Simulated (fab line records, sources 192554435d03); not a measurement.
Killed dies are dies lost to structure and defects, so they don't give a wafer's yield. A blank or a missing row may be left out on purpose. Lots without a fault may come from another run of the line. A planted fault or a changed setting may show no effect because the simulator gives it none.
Chamber matching | flow n5_finfet | N5_BEOL_M8_ETCH_62 on rie_diel-05: 4 sister chambers
The step etches SOC in N2/H2, target depth 110 nm, overetch 22 nm, time 165 s. 8 wafers are shown with their chamber, then 9 later ones without.

WAFERS WITH THEIR CHAMBER
wafer  | chamber | drypump_motor_current_A (A) | showerhead_plenum_p_Torr (Torr)
L079.2 | 3       | 5.8                         | 2.50
L079.4 | 0       | 5.6                         | 2.47
L083.5 | 3       | 5.7                         | 2.49
L086.1 | 0       | 5.6                         | 2.47
L086.3 | 1       | 5.1                         | 2.49
L088.2 | 2       | 6.3                         | 2.58
L088.3 | 1       | 5.1                         | 2.48
L088.5 | 2       | 6.3                         | 2.58

WAFERS WITHOUT THEIR CHAMBER
wafer  | drypump_motor_current_A (A) | showerhead_plenum_p_Torr (Torr)
L093.1 | 5.8                         | 2.49
L093.3 | 5.7                         | 2.46
L093.6 | 6.2                         | 2.58
L095.3 | 5.6                         | 2.46
L095.4 | 6.2                         | 2.58
L095.5 | 5.1                         | 2.48
L097.1 | 6.3                         | 2.57
L097.2 | 5.7                         | 2.48
L097.3 | 5.1                         | 2.48

WHICH CHAMBER EACH WENT THROUGH
wafer  | from the rows above     | in truth
L093.1 | 3                       | 3
L093.3 | 0                       | 0
L093.6 | 2                       | 2
L095.3 | 0                       | 0
L095.4 | 2                       | 2
L095.5 | 1                       | 1
L097.1 | 2                       | 2
L097.2 | can't be placed: 3 or 0 | 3
L097.3 | 1                       | 1
Placed correctly: 8 of 9. Can't be placed from these rows: 1 (the true chamber is among the candidates in 1). Placed wrongly: 0.
How it was worked out, from the rows above alone: a wafer's distance from a chamber is the root of the sum, over the readings, of the square of ((its reading less the chamber's mean) divided by the reading's scatter). The wafer belongs to the nearest chamber; if the next one is less than 2 further off, it can't be placed. A chamber's mean is the mean of its shown wafers. The scatter: the root of (the sum of the squares of (reading less its chamber's mean) over the shown wafers, divided by (wafers less chambers)).
